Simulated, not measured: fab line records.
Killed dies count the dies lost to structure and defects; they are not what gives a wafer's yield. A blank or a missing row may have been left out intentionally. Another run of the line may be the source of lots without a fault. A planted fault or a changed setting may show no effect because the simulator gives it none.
Chamber matching :: flow nandHarc :: NHARC_A_STAIRCASE_TRIM_220 on rieDiel-03 has 4 sister chambers
The step chemistry O2, time 211.2 s. 8 wafers are shown with their chamber, then 8 later ones without.

== WAFERS PAIRED WITH THEIR CHAMBERS ==
wafer: L080.6
chamber: 3
showerheadPlenumPTorr (Torr): 3.66
oesProductAu (a.u.): 0.995

wafer: L084.1
chamber: 3
showerheadPlenumPTorr (Torr): 3.65
oesProductAu (a.u.): 0.992

wafer: L084.2
chamber: 2
showerheadPlenumPTorr (Torr): 3.30
oesProductAu (a.u.): 0.993

wafer: L084.6
chamber: 1
showerheadPlenumPTorr (Torr): 3.42
oesProductAu (a.u.): 0.991

wafer: L087.2
chamber: 1
showerheadPlenumPTorr (Torr): 3.42
oesProductAu (a.u.): 0.999

wafer: L087.3
chamber: 2
showerheadPlenumPTorr (Torr): 3.29
oesProductAu (a.u.): 0.983

wafer: L087.4
chamber: 0
showerheadPlenumPTorr (Torr): 3.40
oesProductAu (a.u.): 0.993

wafer: L089.2
chamber: 0
showerheadPlenumPTorr (Torr): 3.40
oesProductAu (a.u.): 0.996

== WAFERS WITH NO CHAMBER GIVEN ==
wafer: L089.4
showerheadPlenumPTorr (Torr): 3.41
oesProductAu (a.u.): 0.998

wafer: L089.6
showerheadPlenumPTorr (Torr): 3.65
oesProductAu (a.u.): 1.002

wafer: L094.1
showerheadPlenumPTorr (Torr): 3.40
oesProductAu (a.u.): 0.999

wafer: L094.3
showerheadPlenumPTorr (Torr): 3.29
oesProductAu (a.u.): 1.007

wafer: L094.5
showerheadPlenumPTorr (Torr): 3.40
oesProductAu (a.u.): 1.004

wafer: L093.2
showerheadPlenumPTorr (Torr): 3.64
oesProductAu (a.u.): 1.002

wafer: L093.3
showerheadPlenumPTorr (Torr): 3.29
oesProductAu (a.u.): 1.007

wafer: L093.5
showerheadPlenumPTorr (Torr): 3.40
oesProductAu (a.u.): 1.000

== THE CHAMBER EACH PASSED THROUGH ==
wafer: L089.4
from the rows above: can't be placed: 1 or 0
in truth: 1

wafer: L089.6
from the rows above: 3
in truth: 3

wafer: L094.1
from the rows above: 0
in truth: 0

wafer: L094.3
from the rows above: 2
in truth: 2

wafer: L094.5
from the rows above: 0
in truth: 0

wafer: L093.2
from the rows above: 3
in truth: 3

wafer: L093.3
from the rows above: 2
in truth: 2

wafer: L093.5
from the rows above: 0
in truth: 0
Correctly placed: 7 of 8. Can't be placed from these rows: 1 (the true chamber is among the candidates in 1). Placed wrongly: 0.
How it was worked out, from the rows above alone: a wafer's distance from a chamber is the root of the sum, over the readings, of the square of ((its reading less the chamber's mean) divided by the reading's scatter). The wafer belongs to the nearest chamber; if the next one is less than 2 further off, it can't be placed. Each chamber's mean is taken over the wafers shown for it. The scatter: take each reading less its chamber's mean, square it, sum over the shown wafers, divide by the number of wafers less the number of chambers, and take the root.
